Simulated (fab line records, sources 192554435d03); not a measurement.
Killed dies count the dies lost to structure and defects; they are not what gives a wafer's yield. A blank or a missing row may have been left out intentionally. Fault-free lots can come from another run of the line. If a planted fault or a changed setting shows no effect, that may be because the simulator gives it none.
Which tool was responsible?	flow n5_finfet	72 wafers sampled from 24 lots at 1 step of a route of 1938

## WHAT THE GAUGES READ, wafer by wafer
N5_PMOS_HMC_CHANNEL_EPI_THK_MEAS_22.
lot	measured	on	HMC_CMP_THK (nm)
L074	day 1 20:08	film_metro-01	54.2 53.0 54.1
L075	day 2 02:07	film_metro-02	54.3 53.4 54.6
L076	day 2 08:39	film_metro-01	53.3 54.8 54.0
L077	day 2 14:55	film_metro-01	55.3 54.7 54.3
L078	day 2 19:32	film_metro-01	53.0 54.5 54.3
L079	day 3 01:44	film_metro-02	52.1 52.4 53.6
L080	day 3 07:53	film_metro-01	53.9 53.3 54.6
L081	day 3 13:53	film_metro-01	54.0 54.6 54.4
L082	day 3 19:55	film_metro-01	53.5 53.8 54.2
L083	day 4 01:53	film_metro-02	54.7 54.8 53.6
L084	day 4 08:50	film_metro-01	54.5 53.4 53.6
L085	day 4 14:31	film_metro-01	54.2 54.6 54.9
L086	day 4 20:08	film_metro-01	53.7 53.7 54.0
L087	day 5 01:41	film_metro-02	54.7 53.9 55.0
L088	day 5 08:14	film_metro-02	53.7 52.7 53.7
L089	day 5 13:50	film_metro-02	53.1 54.8 54.0
L090	day 5 19:58	film_metro-02	54.0 53.7 54.0
L091	day 6 02:35	film_metro-01	53.4 54.4 53.5
L092	day 6 07:53	film_metro-01	53.8 52.7 53.8
L093	day 6 13:43	film_metro-02	54.1 54.3 53.9
L094	day 6 19:48	film_metro-02	52.6 52.9 53.9
L095	day 7 02:53	film_metro-02	54.2 54.2 54.8
L096	day 7 08:06	film_metro-02	54.0 54.6 53.5
L097	day 7 13:34	film_metro-01	53.5 54.2 53.7

## EACH LOT AND THE TOOL THAT RAN IT (in order: tool; ch and the chambers of the sampled wafers; start)
There is no process step in the record ahead of these readings.

## AS READ BY THE TOOLS THEMSELVES (means over the sampled wafers that have a number; for cases with no such wafer, the mark the record gives instead)
The record holds no such reading with a usual standard deviation.

## THE ANSWER, worked out from the rows above alone
Rule: the lots themselves supply what counts as usual. Put in order of their means at a reading, lots are off if they are a third of the lots or fewer, leave a main group of 4 or more, and stand apart from it by a gap of 3 or more times the standard deviation of the main group's means; of several such gaps the widest counts. The tables above print the reading to a certain number of digits; a main group whose means all agree to those digits is not used. A lot without any number at a reading at which 4 lots or more have one is off too. The other lots that the step has rows for count as sound. The gauges are gone through in route order, then the tools' own readings, and for those a lot's mean is taken as printed above. The first step at which some lot is off is used, and at that step the reading that is off furthest; a lot without a number counts as furthest.
Across all readings shown, no lot is off: no conclusion can be drawn from this.

## WHAT THE SIMULATOR PUT IN
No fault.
